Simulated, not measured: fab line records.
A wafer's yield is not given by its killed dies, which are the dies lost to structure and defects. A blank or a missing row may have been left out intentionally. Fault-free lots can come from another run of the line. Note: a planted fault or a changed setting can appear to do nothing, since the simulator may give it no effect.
Which tool did it? :: flow n5 finfet :: 24 lots, 72 wafers sampled, at 6 steps of a route of 1938

## WHAT EACH GAUGE READ, for each wafer
Not one reading of a measure or inspect step in the record can be checked against a usual standard deviation.

## WHAT TOOL EACH LOT RAN ON (gives the tool, then ch and the chambers of the sampled wafers, and finally the start)
lot: L074
N5_BEOL_M1_PRE_CLEAN_45: pvd sputter-03, day 6 09:23
N5_BEOL_M1_SPUTTER_81: pvd sputter-03, day 6 10:32
N5_BEOL_M1_ANNEAL_82: pvd sputter-03, day 6 10:37
N5_BEOL_M1_ANNEAL_87: pvd sputter-03, day 6 10:50
N5_BEOL_M2_HM_DEP_02: pvd sputter-03, day 6 13:13
N5_BEOL_M2_ETCH_63: rie diel-04 ch 0,2,3, day 6 13:54

lot: L075
N5_BEOL_M1_PRE_CLEAN_45: pvd sputter-02, day 6 09:25
N5_BEOL_M1_SPUTTER_81: pvd sputter-02, day 6 10:41
N5_BEOL_M1_ANNEAL_82: pvd sputter-02, day 6 10:46
N5_BEOL_M1_ANNEAL_87: pvd sputter-02, day 6 10:59
N5_BEOL_M2_HM_DEP_02: pvd sputter-03, day 6 13:28
N5_BEOL_M2_ETCH_63: rie diel-06 ch 0,1,3, day 6 14:13

lot: L076
N5_BEOL_M1_PRE_CLEAN_45: pvd sputter-01, day 6 13:04
N5_BEOL_M1_SPUTTER_81: pvd sputter-01, day 6 15:26
N5_BEOL_M1_ANNEAL_82: pvd sputter-01, day 6 15:31
N5_BEOL_M1_ANNEAL_87: pvd sputter-01, day 6 15:44
N5_BEOL_M2_HM_DEP_02: pvd sputter-01, day 6 18:19
N5_BEOL_M2_ETCH_63: rie diel-03 ch 0,1,3, day 6 18:53

lot: L077
N5_BEOL_M1_PRE_CLEAN_45: pvd sputter-01, day 7 05:59
N5_BEOL_M1_SPUTTER_81: pvd sputter-01, day 7 07:20
N5_BEOL_M1_ANNEAL_82: pvd sputter-01, day 7 07:25
N5_BEOL_M1_ANNEAL_87: pvd sputter-01, day 7 07:38
N5_BEOL_M2_HM_DEP_02: pvd sputter-03, day 7 11:53
N5_BEOL_M2_ETCH_63: rie diel-03 ch 0,1,2, day 7 12:35

lot: L078
N5_BEOL_M1_PRE_CLEAN_45: pvd sputter-01, day 7 15:40
N5_BEOL_M1_SPUTTER_81: pvd sputter-02, day 7 16:39
N5_BEOL_M1_ANNEAL_82: pvd sputter-02, day 7 16:44
N5_BEOL_M1_ANNEAL_87: pvd sputter-02, day 7 16:57
N5_BEOL_M2_HM_DEP_02: pvd sputter-03, day 7 20:06
N5_BEOL_M2_ETCH_63: rie diel-03 ch 0,1,2, day 7 20:38

lot: L079
N5_BEOL_M1_PRE_CLEAN_45: pvd sputter-02, day 7 16:08
N5_BEOL_M1_SPUTTER_81: pvd sputter-01, day 7 18:48
N5_BEOL_M1_ANNEAL_82: pvd sputter-01, day 7 18:53
N5_BEOL_M1_ANNEAL_87: pvd sputter-01, day 7 19:06
N5_BEOL_M2_HM_DEP_02: pvd sputter-02, day 7 21:28
N5_BEOL_M2_ETCH_63: rie diel-06 ch 0,1,3, day 7 22:02

lot: L080
N5_BEOL_M1_PRE_CLEAN_45: pvd sputter-03, day 7 20:34
N5_BEOL_M1_SPUTTER_81: pvd sputter-01, day 7 21:31
N5_BEOL_M1_ANNEAL_82: pvd sputter-01, day 7 21:36
N5_BEOL_M1_ANNEAL_87: pvd sputter-01, day 7 21:49
N5_BEOL_M2_HM_DEP_02: pvd sputter-01, day 8 02:07
N5_BEOL_M2_ETCH_63: rie diel-04 ch 0,1,2, day 8 03:43

lot: L081
N5_BEOL_M1_PRE_CLEAN_45: pvd sputter-01, day 7 23:10
N5_BEOL_M1_SPUTTER_81: pvd sputter-02, day 8 01:51
N5_BEOL_M1_ANNEAL_82: pvd sputter-02, day 8 01:56
N5_BEOL_M1_ANNEAL_87: pvd sputter-02, day 8 02:09
N5_BEOL_M2_HM_DEP_02: pvd sputter-03, day 8 06:33
N5_BEOL_M2_ETCH_63: rie diel-04 ch 1,2,3, day 8 07:07

lot: L082
N5_BEOL_M1_PRE_CLEAN_45: pvd sputter-01, day 8 07:33
N5_BEOL_M1_SPUTTER_81: pvd sputter-01, day 8 10:14
N5_BEOL_M1_ANNEAL_82: pvd sputter-01, day 8 10:19
N5_BEOL_M1_ANNEAL_87: pvd sputter-01, day 8 10:32
N5_BEOL_M2_HM_DEP_02: pvd sputter-01, day 8 13:48
N5_BEOL_M2_ETCH_63: rie diel-06 ch 0,2,3, day 8 14:30

lot: L084
N5_BEOL_M1_PRE_CLEAN_45: pvd sputter-03, day 8 14:29
N5_BEOL_M1_SPUTTER_81: pvd sputter-01, day 8 15:42
N5_BEOL_M1_ANNEAL_82: pvd sputter-01, day 8 15:47
N5_BEOL_M1_ANNEAL_87: pvd sputter-01, day 8 16:00
N5_BEOL_M2_HM_DEP_02: pvd sputter-02, day 8 19:17
N5_BEOL_M2_ETCH_63: rie diel-06 ch 0,1, day 8 19:54

lot: L083
N5_BEOL_M1_PRE_CLEAN_45: pvd sputter-02, day 8 14:37
N5_BEOL_M1_SPUTTER_81: pvd sputter-02, day 8 17:02
N5_BEOL_M1_ANNEAL_82: pvd sputter-02, day 8 17:07
N5_BEOL_M1_ANNEAL_87: pvd sputter-02, day 8 17:20
N5_BEOL_M2_HM_DEP_02: pvd sputter-02, day 8 20:11
N5_BEOL_M2_ETCH_63: rie diel-04 ch 0,2,3, day 8 20:45

lot: L085
N5_BEOL_M1_PRE_CLEAN_45: pvd sputter-02, day 9 03:10
N5_BEOL_M1_SPUTTER_81: pvd sputter-02, day 9 04:25
N5_BEOL_M1_ANNEAL_82: pvd sputter-02, day 9 04:30
N5_BEOL_M1_ANNEAL_87: pvd sputter-02, day 9 04:43
N5_BEOL_M2_HM_DEP_02: pvd sputter-03, day 9 07:10
N5_BEOL_M2_ETCH_63: rie diel-03 ch 0,1,3, day 9 07:44

lot: L086
N5_BEOL_M1_PRE_CLEAN_45: pvd sputter-01, day 9 10:32
N5_BEOL_M1_SPUTTER_81: pvd sputter-02, day 9 11:43
N5_BEOL_M1_ANNEAL_82: pvd sputter-02, day 9 11:48
N5_BEOL_M1_ANNEAL_87: pvd sputter-02, day 9 12:01
N5_BEOL_M2_HM_DEP_02: pvd sputter-01, day 9 15:50
N5_BEOL_M2_ETCH_63: rie diel-06 ch 2,3, day 9 16:31

lot: L087
N5_BEOL_M1_PRE_CLEAN_45: pvd sputter-02, day 9 13:48
N5_BEOL_M1_SPUTTER_81: pvd sputter-03, day 9 14:51
N5_BEOL_M1_ANNEAL_82: pvd sputter-03, day 9 14:56
N5_BEOL_M1_ANNEAL_87: pvd sputter-03, day 9 15:09
N5_BEOL_M2_HM_DEP_02: pvd sputter-02, day 9 19:07
N5_BEOL_M2_ETCH_63: rie diel-04 ch 1,3, day 9 19:49

lot: L088
N5_BEOL_M1_PRE_CLEAN_45: pvd sputter-02, day 9 20:11
N5_BEOL_M1_SPUTTER_81: pvd sputter-02, day 9 21:43
N5_BEOL_M1_ANNEAL_82: pvd sputter-02, day 9 21:48
N5_BEOL_M1_ANNEAL_87: pvd sputter-02, day 9 22:01
N5_BEOL_M2_HM_DEP_02: pvd sputter-03, day 10 01:46
N5_BEOL_M2_ETCH_63: rie diel-06 ch 0,2,3, day 10 02:20

lot: L089
N5_BEOL_M1_PRE_CLEAN_45: pvd sputter-01, day 9 23:01
N5_BEOL_M1_SPUTTER_81: pvd sputter-03, day 10 00:07
N5_BEOL_M1_ANNEAL_82: pvd sputter-03, day 10 00:12
N5_BEOL_M1_ANNEAL_87: pvd sputter-03, day 10 00:25
N5_BEOL_M2_HM_DEP_02: pvd sputter-03, day 10 03:04
N5_BEOL_M2_ETCH_63: rie diel-03 ch 0,3, day 10 03:46

lot: L090
N5_BEOL_M1_PRE_CLEAN_45: pvd sputter-03, day 10 02:20
N5_BEOL_M1_SPUTTER_81: pvd sputter-02, day 10 03:35
N5_BEOL_M1_ANNEAL_82: pvd sputter-02, day 10 03:40
N5_BEOL_M1_ANNEAL_87: pvd sputter-02, day 10 03:53
N5_BEOL_M2_HM_DEP_02: pvd sputter-01, day 10 06:38
N5_BEOL_M2_ETCH_63: rie diel-06 ch 0,2, day 10 07:12

lot: L091
N5_BEOL_M1_PRE_CLEAN_45: pvd sputter-02, day 10 09:10
N5_BEOL_M1_SPUTTER_81: pvd sputter-01, day 10 10:20
N5_BEOL_M1_ANNEAL_82: pvd sputter-01, day 10 10:25
N5_BEOL_M1_ANNEAL_87: pvd sputter-01, day 10 10:38
N5_BEOL_M2_HM_DEP_02: pvd sputter-01, day 10 13:25
N5_BEOL_M2_ETCH_63: rie diel-03 ch 0,1, day 10 14:06

lot: L092
N5_BEOL_M1_PRE_CLEAN_45: pvd sputter-03, day 10 15:43
N5_BEOL_M1_SPUTTER_81: pvd sputter-01, day 10 16:49
N5_BEOL_M1_ANNEAL_82: pvd sputter-01, day 10 16:54
N5_BEOL_M1_ANNEAL_87: pvd sputter-01, day 10 17:07
N5_BEOL_M2_HM_DEP_02: pvd sputter-03, day 10 19:58
N5_BEOL_M2_ETCH_63: rie diel-06 ch 0,1,2, day 10 20:39

lot: L093
N5_BEOL_M1_PRE_CLEAN_45: pvd sputter-02, day 10 22:25
N5_BEOL_M1_SPUTTER_81: pvd sputter-01, day 10 23:36
N5_BEOL_M1_ANNEAL_82: pvd sputter-01, day 10 23:41
N5_BEOL_M1_ANNEAL_87: pvd sputter-01, day 10 23:54
N5_BEOL_M2_HM_DEP_02: pvd sputter-03, day 11 04:31
N5_BEOL_M2_ETCH_63: rie diel-06 ch 0,1,3, day 11 05:41

lot: L094
N5_BEOL_M1_PRE_CLEAN_45: pvd sputter-02, day 11 01:59
N5_BEOL_M1_SPUTTER_81: pvd sputter-01, day 11 04:43
N5_BEOL_M1_ANNEAL_82: pvd sputter-01, day 11 04:48
N5_BEOL_M1_ANNEAL_87: pvd sputter-01, day 11 05:01
N5_BEOL_M2_HM_DEP_02: pvd sputter-02, day 11 09:04
N5_BEOL_M2_ETCH_63: rie diel-04 ch 1,2,3, day 11 09:38

lot: L095
N5_BEOL_M1_PRE_CLEAN_45: pvd sputter-03, day 11 14:29
N5_BEOL_M1_SPUTTER_81: pvd sputter-02, day 11 15:35
N5_BEOL_M1_ANNEAL_82: pvd sputter-02, day 11 15:40
N5_BEOL_M1_ANNEAL_87: pvd sputter-02, day 11 15:53
N5_BEOL_M2_HM_DEP_02: pvd sputter-02, day 11 18:50
N5_BEOL_M2_ETCH_63: rie diel-03 ch 1,3, day 11 23:28

lot: L096
N5_BEOL_M1_PRE_CLEAN_45: pvd sputter-02, day 11 18:43
N5_BEOL_M1_SPUTTER_81: pvd sputter-02, day 11 19:48
N5_BEOL_M1_ANNEAL_82: pvd sputter-02, day 11 19:53
N5_BEOL_M1_ANNEAL_87: pvd sputter-02, day 11 20:06
N5_BEOL_M2_HM_DEP_02: pvd sputter-02, day 11 22:46
N5_BEOL_M2_ETCH_63: rie diel-04 ch 1,2,3, day 11 23:43

lot: L097
N5_BEOL_M1_PRE_CLEAN_45: pvd sputter-03, day 12 02:23
N5_BEOL_M1_SPUTTER_81: pvd sputter-03, day 12 03:52
N5_BEOL_M1_ANNEAL_82: pvd sputter-03, day 12 03:56
N5_BEOL_M1_ANNEAL_87: pvd sputter-03, day 12 04:10
N5_BEOL_M2_HM_DEP_02: pvd sputter-02, day 12 06:41
N5_BEOL_M2_ETCH_63: rie diel-03 ch 0,3, day 12 07:22
- N5_BEOL_M1_PRE_CLEAN_45: time 30 s.
- N5_BEOL_M1_SPUTTER_81: material Cu, target thk 4.5 nm, time 8.29 s.
- N5_BEOL_M1_ANNEAL_82: time 240 s.
- N5_BEOL_M1_ANNEAL_87: time 240 s.
- N5_BEOL_M2_HM_DEP_02: deposits TiN, target thk 20 nm.
- N5_BEOL_M2_ETCH_63: etches SiARC in CF4, target depth 15.6 nm, time 26 s.

## WHAT THE TOOLS THEMSELVES READ (means of the sampled wafers that have a number; where no wafer has one, the mark that the record gives instead)
N5_BEOL_M1_PRE_CLEAN_45. Usual: 340 W for heater power w, sd 39.
lot: L074
tool: pvd sputter-03
heater power w (W): 318
flag: 

lot: L075
tool: pvd sputter-02
heater power w (W): 371
flag: 

lot: L076
tool: pvd sputter-01
heater power w (W): 347
flag: 

lot: L077
tool: pvd sputter-01
heater power w (W): 314
flag: 

lot: L078
tool: pvd sputter-01
heater power w (W): 310
flag: 

lot: L079
tool: pvd sputter-02
heater power w (W): 397
flag: 

lot: L080
tool: pvd sputter-03
heater power w (W): 304
flag: 

lot: L081
tool: pvd sputter-01
heater power w (W): 335
flag: 

lot: L082
tool: pvd sputter-01
heater power w (W): 308
flag: 

lot: L084
tool: pvd sputter-03
heater power w (W): 312
flag: 

lot: L083
tool: pvd sputter-02
heater power w (W): 371
flag: 

lot: L085
tool: pvd sputter-02
heater power w (W): 384
flag: 

lot: L086
tool: pvd sputter-01
heater power w (W): 326
flag: 

lot: L087
tool: pvd sputter-02
heater power w (W): 372
flag: 

lot: L088
tool: pvd sputter-02
heater power w (W): 346
flag: 

lot: L089
tool: pvd sputter-01
heater power w (W): 337
flag: 

lot: L090
tool: pvd sputter-03
heater power w (W): 314
flag: 

lot: L091
tool: pvd sputter-02
heater power w (W): 358
flag: 

lot: L092
tool: pvd sputter-03
heater power w (W): 315
flag: 

lot: L093
tool: pvd sputter-02
heater power w (W): 341
flag: 

lot: L094
tool: pvd sputter-02
heater power w (W): 366
flag: 

lot: L095
tool: pvd sputter-03
heater power w (W): 310
flag: 

lot: L096
tool: pvd sputter-02
heater power w (W): 355
flag: 

lot: L097
tool: pvd sputter-03
heater power w (W): 332
flag: 

N5_BEOL_M1_SPUTTER_81. Usual: chamber pressure pa 0.06999 Pa, standard deviation 0.00015; throttle valve pct 30.3 %, standard deviation 1.2.
lot: L074
tool: pvd sputter-03
chamber pressure pa (Pa): 0.06992
throttle valve pct (%): 29.9
flag: 

lot: L075
tool: pvd sputter-02
chamber pressure pa (Pa): 0.06991
throttle valve pct (%): 31.2
flag: 

lot: L076
tool: pvd sputter-01
chamber pressure pa (Pa): 0.06997
throttle valve pct (%): 29.7
flag: 

lot: L077
tool: pvd sputter-01
chamber pressure pa (Pa): 0.07010
throttle valve pct (%): 30.1
flag: 

lot: L078
tool: pvd sputter-02
chamber pressure pa (Pa): 0.06995
throttle valve pct (%): 29.7
flag: 

lot: L079
tool: pvd sputter-01
chamber pressure pa (Pa): 0.07010
throttle valve pct (%): 29.7
flag: 

lot: L080
tool: pvd sputter-01
chamber pressure pa (Pa): 0.06986
throttle valve pct (%): 30.5
flag: 

lot: L081
tool: pvd sputter-02
chamber pressure pa (Pa): 0.06993
throttle valve pct (%): 32.2
flag: 

lot: L082
tool: pvd sputter-01
chamber pressure pa (Pa): 0.07005
throttle valve pct (%): 30.4
flag: 

lot: L084
tool: pvd sputter-01
chamber pressure pa (Pa): 0.06998
throttle valve pct (%): 30.1
flag: 

lot: L083
tool: pvd sputter-02
chamber pressure pa (Pa): 0.07005
throttle valve pct (%): 31.2
flag: 

lot: L085
tool: pvd sputter-02
chamber pressure pa (Pa): 0.06995
throttle valve pct (%): 30.3
flag: 

lot: L086
tool: pvd sputter-02
chamber pressure pa (Pa): 0.06987
throttle valve pct (%): 32.0
flag: 

lot: L087
tool: pvd sputter-03
chamber pressure pa (Pa): 0.06989
throttle valve pct (%): 30.3
flag: 

lot: L088
tool: pvd sputter-02
chamber pressure pa (Pa): 0.07010
throttle valve pct (%): 30.5
flag: 

lot: L089
tool: pvd sputter-03
chamber pressure pa (Pa): 0.07011
throttle valve pct (%): 29.7
flag: 

lot: L090
tool: pvd sputter-02
chamber pressure pa (Pa): 0.06997
throttle valve pct (%): 30.7
flag: 

lot: L091
tool: pvd sputter-01
chamber pressure pa (Pa): 0.06999
throttle valve pct (%): 30.4
flag: 

lot: L092
tool: pvd sputter-01
chamber pressure pa (Pa): 0.07011
throttle valve pct (%): 30.3
flag: 

lot: L093
tool: pvd sputter-01
chamber pressure pa (Pa): 0.07011
throttle valve pct (%): 30.3
flag: 

lot: L094
tool: pvd sputter-01
chamber pressure pa (Pa): 0.06982
throttle valve pct (%): 30.4
flag: 

lot: L095
tool: pvd sputter-02
chamber pressure pa (Pa): 0.06987
throttle valve pct (%): 28.7
flag: 

lot: L096
tool: pvd sputter-02
chamber pressure pa (Pa): 0.07006
throttle valve pct (%): 31.3
flag: 

lot: L097
tool: pvd sputter-03
chamber pressure pa (Pa): 0.07000
throttle valve pct (%): 30.7
flag: 

N5_BEOL_M1_ANNEAL_82. Usual: 850 W for heater power w, sd 97.
lot: L074
tool: pvd sputter-03
heater power w (W): 811
flag: 

lot: L075
tool: pvd sputter-02
heater power w (W): 937
flag: 

lot: L076
tool: pvd sputter-01
heater power w (W): 773
flag: 

lot: L077
tool: pvd sputter-01
heater power w (W): 828
flag: 

lot: L078
tool: pvd sputter-02
heater power w (W): 922
flag: 

lot: L079
tool: pvd sputter-01
heater power w (W): 729
flag: 

lot: L080
tool: pvd sputter-01
heater power w (W): 802
flag: 

lot: L081
tool: pvd sputter-02
heater power w (W): 1010
flag: 

lot: L082
tool: pvd sputter-01
heater power w (W): 796
flag: 

lot: L084
tool: pvd sputter-01
heater power w (W): 789
flag: 

lot: L083
tool: pvd sputter-02
heater power w (W): 946
flag: 

lot: L085
tool: pvd sputter-02
heater power w (W): 864
flag: 

lot: L086
tool: pvd sputter-02
heater power w (W): 940
flag: 

lot: L087
tool: pvd sputter-03
heater power w (W): 771
flag: 

lot: L088
tool: pvd sputter-02
heater power w (W): 956
flag: 

lot: L089
tool: pvd sputter-03
heater power w (W): 810
flag: 

lot: L090
tool: pvd sputter-02
heater power w (W): 965
flag: 

lot: L091
tool: pvd sputter-01
heater power w (W): 840
flag: 

lot: L092
tool: pvd sputter-01
heater power w (W): 813
flag: 

lot: L093
tool: pvd sputter-01
heater power w (W): 847
flag: 

lot: L094
tool: pvd sputter-01
heater power w (W): 817
flag: 

lot: L095
tool: pvd sputter-02
heater power w (W): 836
flag: 

lot: L096
tool: pvd sputter-02
heater power w (W): 932
flag: 

lot: L097
tool: pvd sputter-03
heater power w (W): 733
flag: 

N5_BEOL_M1_ANNEAL_87. Usual: 849 W for heater power w, sd 97.
lot: L074
tool: pvd sputter-03
heater power w (W): 812
flag: 

lot: L075
tool: pvd sputter-02
heater power w (W): 913
flag: 

lot: L076
tool: pvd sputter-01
heater power w (W): 785
flag: 

lot: L077
tool: pvd sputter-01
heater power w (W): 803
flag: 

lot: L078
tool: pvd sputter-02
heater power w (W): 915
flag: 

lot: L079
tool: pvd sputter-01
heater power w (W): 727
flag: 

lot: L080
tool: pvd sputter-01
heater power w (W): 805
flag: 

lot: L081
tool: pvd sputter-02
heater power w (W): 1015
flag: 

lot: L082
tool: pvd sputter-01
heater power w (W): 796
flag: 

lot: L084
tool: pvd sputter-01
heater power w (W): 792
flag: 

lot: L083
tool: pvd sputter-02
heater power w (W): 931
flag: 

lot: L085
tool: pvd sputter-02
heater power w (W): 860
flag: 

lot: L086
tool: pvd sputter-02
heater power w (W): 943
flag: 

lot: L087
tool: pvd sputter-03
heater power w (W): 768
flag: 

lot: L088
tool: pvd sputter-02
heater power w (W): 967
flag: 

lot: L089
tool: pvd sputter-03
heater power w (W): 811
flag: 

lot: L090
tool: pvd sputter-02
heater power w (W): 965
flag: 

lot: L091
tool: pvd sputter-01
heater power w (W): 832
flag: 

lot: L092
tool: pvd sputter-01
heater power w (W): 810
flag: 

lot: L093
tool: pvd sputter-01
heater power w (W): 844
flag: 

lot: L094
tool: pvd sputter-01
heater power w (W): 813
flag: 

lot: L095
tool: pvd sputter-02
heater power w (W): 852
flag: 

lot: L096
tool: pvd sputter-02
heater power w (W): 926
flag: 

lot: L097
tool: pvd sputter-03
heater power w (W): 726
flag: 

N5_BEOL_M2_HM_DEP_02. Usual: chamber pressure pa 0.5000 Pa, standard deviation 0.00096; throttle valve pct 30.3 %, standard deviation 1.2.
lot: L074
tool: pvd sputter-03
chamber pressure pa (Pa): 0.5000
throttle valve pct (%): 30.5
flag: 

lot: L075
tool: pvd sputter-03
chamber pressure pa (Pa): 0.5005
throttle valve pct (%): 30.0
flag: 

lot: L076
tool: pvd sputter-01
chamber pressure pa (Pa): 0.5001
throttle valve pct (%): 29.8
flag: 

lot: L077
tool: pvd sputter-03
chamber pressure pa (Pa): 0.5002
throttle valve pct (%): 30.3
flag: 

lot: L078
tool: pvd sputter-03
chamber pressure pa (Pa): 0.4996
throttle valve pct (%): 30.5
flag: 

lot: L079
tool: pvd sputter-02
chamber pressure pa (Pa): 0.4996
throttle valve pct (%): 30.3
flag: 

lot: L080
tool: pvd sputter-01
chamber pressure pa (Pa): 0.4999
throttle valve pct (%): 30.2
flag: 

lot: L081
tool: pvd sputter-03
chamber pressure pa (Pa): 0.4995
throttle valve pct (%): 30.0
flag: 

lot: L082
tool: pvd sputter-01
chamber pressure pa (Pa): 0.5011
throttle valve pct (%): 30.1
flag: 

lot: L084
tool: pvd sputter-02
chamber pressure pa (Pa): 0.5001
throttle valve pct (%): 29.5
flag: 

lot: L083
tool: pvd sputter-02
chamber pressure pa (Pa): 0.5013
throttle valve pct (%): 30.3
flag: 

lot: L085
tool: pvd sputter-03
chamber pressure pa (Pa): 0.4999
throttle valve pct (%): 30.1
flag: 

lot: L086
tool: pvd sputter-01
chamber pressure pa (Pa): 0.5000
throttle valve pct (%): 30.4
flag: 

lot: L087
tool: pvd sputter-02
chamber pressure pa (Pa): 0.5002
throttle valve pct (%): 31.2
flag: 

lot: L088
tool: pvd sputter-03
chamber pressure pa (Pa): 0.5014
throttle valve pct (%): 29.6
flag: 

lot: L089
tool: pvd sputter-03
chamber pressure pa (Pa): 0.5000
throttle valve pct (%): 30.6
flag: 

lot: L090
tool: pvd sputter-01
chamber pressure pa (Pa): 0.4990
throttle valve pct (%): 30.2
flag: 

lot: L091
tool: pvd sputter-01
chamber pressure pa (Pa): 0.4995
throttle valve pct (%): 30.4
flag: 

lot: L092
tool: pvd sputter-03
chamber pressure pa (Pa): 0.4994
throttle valve pct (%): 30.0
flag: 

lot: L093
tool: pvd sputter-03
chamber pressure pa (Pa): 0.4993
throttle valve pct (%): 29.9
flag: 

lot: L094
tool: pvd sputter-02
chamber pressure pa (Pa): 0.4993
throttle valve pct (%): 32.0
flag: 

lot: L095
tool: pvd sputter-02
chamber pressure pa (Pa): 0.4999
throttle valve pct (%): 30.4
flag: 

lot: L096
tool: pvd sputter-02
chamber pressure pa (Pa): 0.5001
throttle valve pct (%): 31.3
flag: 

lot: L097
tool: pvd sputter-02
chamber pressure pa (Pa): 0.5010
throttle valve pct (%): 30.5
flag: 

N5_BEOL_M2_ETCH_63. Usual: drypump motor current A 5.5 A, standard deviation 0.38; etch rf on time s 26.0 s, standard deviation 0.47; oes product au 0.70 a.u., standard deviation 0.072; rf fwd power W 532.5 W, standard deviation 2.3; rf vpp V 184.3 V, standard deviation 1.1; showerhead plenum p Torr 2.16 Torr, standard deviation 0.066; throttle valve pct 15.58 %, standard deviation 0.27.
lot: L074
tool: rie diel-04
drypump motor current A (A): 5.5
etch rf on time s (s): 25.2
oes product au (a.u.): 0.76
rf fwd power W (W): 533.9
rf vpp V (V): 185.6
showerhead plenum p Torr (Torr): 2.21
throttle valve pct (%): 15.29
flag: 

lot: L075
tool: rie diel-06
drypump motor current A (A): 5.8
etch rf on time s (s): 25.9
oes product au (a.u.): 0.64
rf fwd power W (W): 533.4
rf vpp V (V): 184.0
showerhead plenum p Torr (Torr): 2.14
throttle valve pct (%): 15.71
flag: 

lot: L076
tool: rie diel-03
drypump motor current A (A): 5.4
etch rf on time s (s): 26.7
oes product au (a.u.): 0.65
rf fwd power W (W): 532.6
rf vpp V (V): 184.3
showerhead plenum p Torr (Torr): 2.14
throttle valve pct (%): 15.81
flag: 

lot: L077
tool: rie diel-03
drypump motor current A (A): 5.5
etch rf on time s (s): 26.6
oes product au (a.u.): 0.70
rf fwd power W (W): 531.3
rf vpp V (V): 183.9
showerhead plenum p Torr (Torr): 2.17
throttle valve pct (%): 15.49
flag: 

lot: L078
tool: rie diel-03
drypump motor current A (A): 5.4
etch rf on time s (s): 26.5
oes product au (a.u.): 0.71
rf fwd power W (W): 532.1
rf vpp V (V): 183.5
showerhead plenum p Torr (Torr): 2.16
throttle valve pct (%): 15.50
flag: 

lot: L079
tool: rie diel-06
drypump motor current A (A): 5.7
etch rf on time s (s): 25.8
oes product au (a.u.): 0.63
rf fwd power W (W): 533.5
rf vpp V (V): 184.2
showerhead plenum p Torr (Torr): 2.14
throttle valve pct (%): 15.73
flag: 

lot: L080
tool: rie diel-04
drypump motor current A (A): 5.6
etch rf on time s (s): 25.6
oes product au (a.u.): 0.76
rf fwd power W (W): 534.0
rf vpp V (V): 184.3
showerhead plenum p Torr (Torr): 2.21
throttle valve pct (%): 15.42
flag: 

lot: L081
tool: rie diel-04
drypump motor current A (A): 5.6
etch rf on time s (s): 25.4
oes product au (a.u.): 0.78
rf fwd power W (W): 531.7
rf vpp V (V): 185.1
showerhead plenum p Torr (Torr): 2.18
throttle valve pct (%): 15.19
flag: 

lot: L082
tool: rie diel-06
drypump motor current A (A): 5.7
etch rf on time s (s): 26.2
oes product au (a.u.): 0.64
rf fwd power W (W): 532.6
rf vpp V (V): 184.5
showerhead plenum p Torr (Torr): 2.15
throttle valve pct (%): 15.69
flag: 

lot: L084
tool: rie diel-06
drypump motor current A (A): 5.4
etch rf on time s (s): 25.8
oes product au (a.u.): 0.64
rf fwd power W (W): 534.4
rf vpp V (V): 183.0
showerhead plenum p Torr (Torr): 2.08
throttle valve pct (%): 15.78
flag: 

lot: L083
tool: rie diel-04
drypump motor current A (A): 5.5
etch rf on time s (s): 25.4
oes product au (a.u.): 0.73
rf fwd power W (W): 534.7
rf vpp V (V): 184.3
showerhead plenum p Torr (Torr): 2.20
throttle valve pct (%): 15.32
flag: 

lot: L085
tool: rie diel-03
drypump motor current A (A): 5.4
etch rf on time s (s): 26.3
oes product au (a.u.): 0.71
rf fwd power W (W): 532.0
rf vpp V (V): 184.1
showerhead plenum p Torr (Torr): 2.13
throttle valve pct (%): 15.69
flag: 

lot: L086
tool: rie diel-06
drypump motor current A (A): 5.5
etch rf on time s (s): 26.1
oes product au (a.u.): 0.66
rf fwd power W (W): 532.2
rf vpp V (V): 183.1
showerhead plenum p Torr (Torr): 2.12
throttle valve pct (%): 15.79
flag: 

lot: L087
tool: rie diel-04
drypump motor current A (A): 5.6
etch rf on time s (s): 25.3
oes product au (a.u.): 0.77
rf fwd power W (W): 531.4
rf vpp V (V): 185.3
showerhead plenum p Torr (Torr): 2.18
throttle valve pct (%): 15.22
flag: 

lot: L088
tool: rie diel-06
drypump motor current A (A): 5.6
etch rf on time s (s): 26.2
oes product au (a.u.): 0.63
rf fwd power W (W): 530.6
rf vpp V (V): 184.1
showerhead plenum p Torr (Torr): 2.14
throttle valve pct (%): 15.74
flag: 

lot: L089
tool: rie diel-03
drypump motor current A (A): 5.3
etch rf on time s (s): 26.3
oes product au (a.u.): 0.75
rf fwd power W (W): 533.0
rf vpp V (V): 183.8
showerhead plenum p Torr (Torr): 2.12
throttle valve pct (%): 15.64
flag: 

lot: L090
tool: rie diel-06
drypump motor current A (A): 5.3
etch rf on time s (s): 26.1
oes product au (a.u.): 0.63
rf fwd power W (W): 531.2
rf vpp V (V): 184.1
showerhead plenum p Torr (Torr): 2.11
throttle valve pct (%): 15.66
flag: 

lot: L091
tool: rie diel-03
drypump motor current A (A): 5.4
etch rf on time s (s): 26.5
oes product au (a.u.): 0.78
rf fwd power W (W): 531.1
rf vpp V (V): 182.4
showerhead plenum p Torr (Torr): 2.10
throttle valve pct (%): 15.38
flag: 

lot: L092
tool: rie diel-06
drypump motor current A (A): 5.3
etch rf on time s (s): 26.1
oes product au (a.u.): 0.64
rf fwd power W (W): 531.6
rf vpp V (V): 184.3
showerhead plenum p Torr (Torr): 2.09
throttle valve pct (%): 15.78
flag: 

lot: L093
tool: rie diel-06
drypump motor current A (A): 5.8
etch rf on time s (s): 26.0
oes product au (a.u.): 0.62
rf fwd power W (W): 531.2
rf vpp V (V): 183.6
showerhead plenum p Torr (Torr): 2.13
throttle valve pct (%): 15.79
flag: 

lot: L094
tool: rie diel-04
drypump motor current A (A): 5.6
etch rf on time s (s): 25.6
oes product au (a.u.): 0.73
rf fwd power W (W): 531.0
rf vpp V (V): 184.8
showerhead plenum p Torr (Torr): 2.18
throttle valve pct (%): 15.25
flag: 

lot: L095
tool: rie diel-03
drypump motor current A (A): 5.6
etch rf on time s (s): 26.1
oes product au (a.u.): 0.77
rf fwd power W (W): 531.5
rf vpp V (V): 184.2
showerhead plenum p Torr (Torr): 2.16
throttle valve pct (%): 15.60
flag: 

lot: L096
tool: rie diel-04
drypump motor current A (A): 5.6
etch rf on time s (s): 25.7
oes product au (a.u.): 0.73
rf fwd power W (W): 533.3
rf vpp V (V): 184.2
showerhead plenum p Torr (Torr): 2.17
throttle valve pct (%): 15.24
flag: 

lot: L097
tool: rie diel-03
drypump motor current A (A): 5.5
etch rf on time s (s): 26.2
oes product au (a.u.): 0.75
rf fwd power W (W): 533.7
rf vpp V (V): 184.9
showerhead plenum p Torr (Torr): 2.15
throttle valve pct (%): 15.73
flag: 

## THE ANSWER, worked out from the rows above alone
Rule: a lot is off if the mean of its wafers that have a number lies more than 3 standard deviations from the usual mean. Also off: a lot with no number at a reading for which 4 or more lots have one. All remaining lots with rows at the step are treated as sound. Order of review: gauges by route order, followed by the tools' own readings, for which a lot's mean as printed above is used. At the first step where some lot is off, the reading lying furthest off is the one used; lots without a number count as furthest.
No lot is off at any reading shown: from this, nothing can be told.

## WHAT WAS PUT IN BY THE SIMULATOR
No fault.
